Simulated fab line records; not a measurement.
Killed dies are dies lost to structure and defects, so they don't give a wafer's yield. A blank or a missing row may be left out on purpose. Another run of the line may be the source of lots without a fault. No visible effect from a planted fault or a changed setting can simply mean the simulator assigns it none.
Struck lot and sound lot, side by side ; flow nand-harc ; 15 out of 1159 route steps
Sound: these wafers, L232.2, L232.4, L232.5. Struck: wafers L243.2, L243.3, L243.4. Last of all comes the cause.
Order at every step that has rows: each side's tool, ch and its chambers, its first start. Under that, the readings that differ: sound wafers ; struck wafers ; difference of the means ; sigmas: that difference in standard deviations of wafers without a fault.
alike: a reading whose means differ by less than 2 such deviations, as well as words and numbers matching on both sides. not compared: withheld readings; readings where some wafer has no value; bounds like >300 that might hide an equal value; numbers whose values overlap and for which the record gives no deviation.
The two part at a step that has a row with sigmas, a row that says differs or no value, or rows on one side only. Numbers that have no deviation but don't overlap get no sigmas and don't part them. A reading missing from all wafers of one side parts the sides only when that side holds two or more wafers.

NHARC_A_M0_INSPECT_11:
  struck on defect-inspect-01, day 21 17:30; sound on defect-inspect-01, day 18 17:19
  alike: raw-defect-count
NHARC_A_M0_DESCUM_14: chemistry O2, time 3 s.
  sound on rie-diel-11 ch 2,3, day 18 17:23; struck on rie-diel-03 ch 0,1,3, day 21 17:34
  alike: drypump-motor-current-A, oes-product-au, rf-vpp-V, showerhead-plenum-p-Torr, throttle-valve-pct
  not compared: rf-hours-counter-h
then, 2 steps without rows for these wafers: NHARC_A_M0_ETCH_34 (etches the open film in N2/H2, target depth 40 nm, overetch 12 nm, time 43.94 s); NHARC_A_M0_ETCH_15 (etches the open film in C4F8/Ar, target depth 150 nm, overetch 15 nm, time 82.5 s).
NHARC_A_M0_CD_MEAS_16:
  struck on cd-sem-01, day 21 17:52; sound on cd-sem-03, day 18 17:43
  alike: cd-nm
then, 3 steps without rows for these wafers: NHARC_A_M0_STRIP_18 (strips in N2/H2); NHARC_A_M0_STRIP_19 (strips in post etch residue remover, time 600 s); NHARC_A_M0_DEGAS_28 (time 60 s).
NHARC_A_M0_PRE_CLEAN_29: time 30 s.
  sound on pvd-sputter-03; struck on pvd-sputter-02
  alike: heater-power-w
NHARC_A_M0_PVD_20: deposits TaN, target thk 5 nm, time 8.06 s.
  sound on pvd-sputter-03; struck on pvd-sputter-02
  alike: substrate-temp-c, throttle-valve-pct
NHARC_A_M0_PVD_21: deposits Cu, target thk 30 nm, time 20.49 s.
  sound on pvd-sputter-03; struck on pvd-sputter-02
  alike: substrate-temp-c, throttle-valve-pct
then, 1 step without rows for these wafers: NHARC_A_M0_ECD_22 (material Cu, target thk 400 nm).
NHARC_A_M0_ANNEAL_30: time 90 s.
  struck on rtp-anneal-02, day 21 19:16; sound on rtp-anneal-01 ch 0, day 18 19:11
  no value came back on the struck wafers for anneal-temp-c (C), anneal-temp-c-max, wafer_temp_C_max; on the sound wafers anneal-temp-c (C) reads 225.04 225.41 225.14
NHARC_A_M0_CMP_23: polishes, t overpolish 20 s, target thk 113.75 nm.
  sound on cmp-02 ch 0,2,3, day 18 19:32; struck on cmp-02 ch 0,1,2, day 21 19:34
  alike: motor-current-A, slurry-flow-ml-min, time-to-endpoint-s
NHARC_END_SORT_01:
  sound on prober-02 ch 0, day 20 12:07; struck on prober-02 ch 0, day 23 05:55
reading;sound;struck;difference;sigmas
sort_bin_2_pct (%);1.5 1.0 1.9;5.0 5.2 4.6;+3.5;+6
sort-rim-yield-pct (%);93.4 97.2 95.3;82.1 77.4 84.9;-13.8;-5
  alike: defect-limited-yield, killed-at-array, killed-at-other, killed-at-periphery, killed-dies, killed-open, killed-short, sort_bin_3_pct, sort_bin_4_pct, sort-n-pass, sort-yield-pct

== WHERE THEY PART ==
First at NHARC_A_M0_ANNEAL_30; last, within this record, at NHARC_END_SORT_01.

WHY: the cause the simulator had injected
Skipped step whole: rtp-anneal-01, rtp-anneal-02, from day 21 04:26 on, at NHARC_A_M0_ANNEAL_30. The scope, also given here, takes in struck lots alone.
